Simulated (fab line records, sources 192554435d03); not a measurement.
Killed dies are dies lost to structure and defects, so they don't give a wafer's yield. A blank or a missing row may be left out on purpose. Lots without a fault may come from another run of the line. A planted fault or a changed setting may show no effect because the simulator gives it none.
Chamber matching | flow n5_finfet | N5_BEOL_M0_SAQP_PECVD_04 on pecvd-04: 3 sister chambers
The step deposits a-Si from SiH4/He, target thk 60 nm, time 60.2 s. 6 wafers are shown with their chamber, then 11 later ones without.

WAFERS WITH THEIR CHAMBER
wafer  | chamber | showerhead_plenum_p_Torr (Torr) | throttle_valve_pct (%)
L080.1 | 2       | 5.66                            | 21.5
L082.5 | 1       | 5.70                            | 18.1
L083.1 | 1       | 5.68                            | 18.3
L083.2 | 0       | 5.48                            | 19.0
L083.5 | 0       | 5.48                            | 18.8
L085.2 | 2       | 5.66                            | 21.8

WAFERS WITHOUT THEIR CHAMBER
wafer  | showerhead_plenum_p_Torr (Torr) | throttle_valve_pct (%)
L085.5 | 5.67                            | 18.2
L085.6 | 5.66                            | 21.5
L090.1 | 5.68                            | 18.0
L090.4 | 5.48                            | 18.9
L090.5 | 5.48                            | 18.7
L091.1 | 5.48                            | 18.5
L091.4 | 5.48                            | 18.9
L091.5 | 5.67                            | 17.9
L093.1 | 5.65                            | 18.2
L093.4 | 5.48                            | 18.8
L093.6 | 5.47                            | 19.1

WHICH CHAMBER EACH WENT THROUGH
wafer  | from the rows above | in truth
L085.5 | 1                   | 1
L085.6 | 2                   | 2
L090.1 | 1                   | 1
L090.4 | 0                   | 0
L090.5 | 0                   | 0
L091.1 | 0                   | 0
L091.4 | 0                   | 0
L091.5 | 1                   | 1
L093.1 | 1                   | 1
L093.4 | 0                   | 0
L093.6 | 0                   | 0
Placed correctly: 11 of 11. Can't be placed from these rows: 0. Placed wrongly: 0.
How it was worked out, from the rows above alone: a wafer's distance from a chamber is the root of the sum, over the readings, of the square of ((its reading less the chamber's mean) divided by the reading's scatter). The wafer belongs to the nearest chamber; if the next one is less than 2 further off, it can't be placed. A chamber's mean is the mean of its shown wafers. The scatter: the root of (the sum of the squares of (reading less its chamber's mean) over the shown wafers, divided by (wafers less chambers)).
